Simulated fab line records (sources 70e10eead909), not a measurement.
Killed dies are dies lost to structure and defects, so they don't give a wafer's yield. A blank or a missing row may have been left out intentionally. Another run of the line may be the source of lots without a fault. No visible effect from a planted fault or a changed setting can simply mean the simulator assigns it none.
Chamber matching | flow nand_harc | NHARC_A_CHANNEL_HOLE_D1_ETCH_16 on rie_diel-10 has 4 sister chambers
The step etches the open film in O2/COS, target depth 3100 nm, time 806 s. 8 wafers are shown with their chamber, then 11 later ones without.

== WAFERS PAIRED WITH THEIR CHAMBERS ==
wafer  | chamber | showerhead_plenum_p_Torr (Torr) | drypump_motor_current_A (A)
L606.1 | 2       | 2.95                            | 6.27
L606.5 | 0       | 3.27                            | 6.02
L608.1 | 3       | 3.34                            | 6.24
L609.1 | 1       | 3.15                            | 5.95
L617.1 | 3       | 3.34                            | 6.23
L617.3 | 1       | 3.15                            | 5.93
L617.4 | 2       | 2.95                            | 6.28
L618.1 | 0       | 3.26                            | 6.02

== WAFERS WITHOUT THEIR CHAMBER ==
wafer  | showerhead_plenum_p_Torr (Torr) | drypump_motor_current_A (A)
L618.3 | 3.15                            | 5.94
L618.4 | 2.95                            | 6.31
L619.1 | 3.15                            | 5.97
L619.4 | 3.34                            | 6.20
L619.5 | 3.26                            | 6.04
L620.1 | 3.33                            | 6.24
L620.4 | 3.26                            | 6.02
L620.5 | 2.94                            | 6.30
L621.2 | 3.33                            | 6.25
L621.3 | 3.15                            | 5.97
L621.6 | 3.26                            | 6.00

== WHICH CHAMBER EACH ONE RAN IN ==
wafer  | from the rows above | in truth
L618.3 | 1                   | 1
L618.4 | 2                   | 2
L619.1 | 1                   | 1
L619.4 | 3                   | 3
L619.5 | 0                   | 0
L620.1 | 3                   | 3
L620.4 | 0                   | 0
L620.5 | 2                   | 2
L621.2 | 3                   | 3
L621.3 | 1                   | 1
L621.6 | 0                   | 0
Placed correctly: 11 of 11. Can't be placed from these rows: 0. 0 placed wrongly.
How it was worked out, from the rows above alone: a wafer's distance from a chamber is the root of the sum, over the readings, of the square of ((its reading less the chamber's mean) divided by the reading's scatter). If the next closest chamber is less than 2 further off than the closest, the wafer can't be placed; otherwise it belongs to the closest. A chamber's mean is the mean of its shown wafers. How the scatter is found: for the shown wafers, subtract from each reading the mean of its chamber, square and add these, divide the total by (wafers less chambers), then take the root.
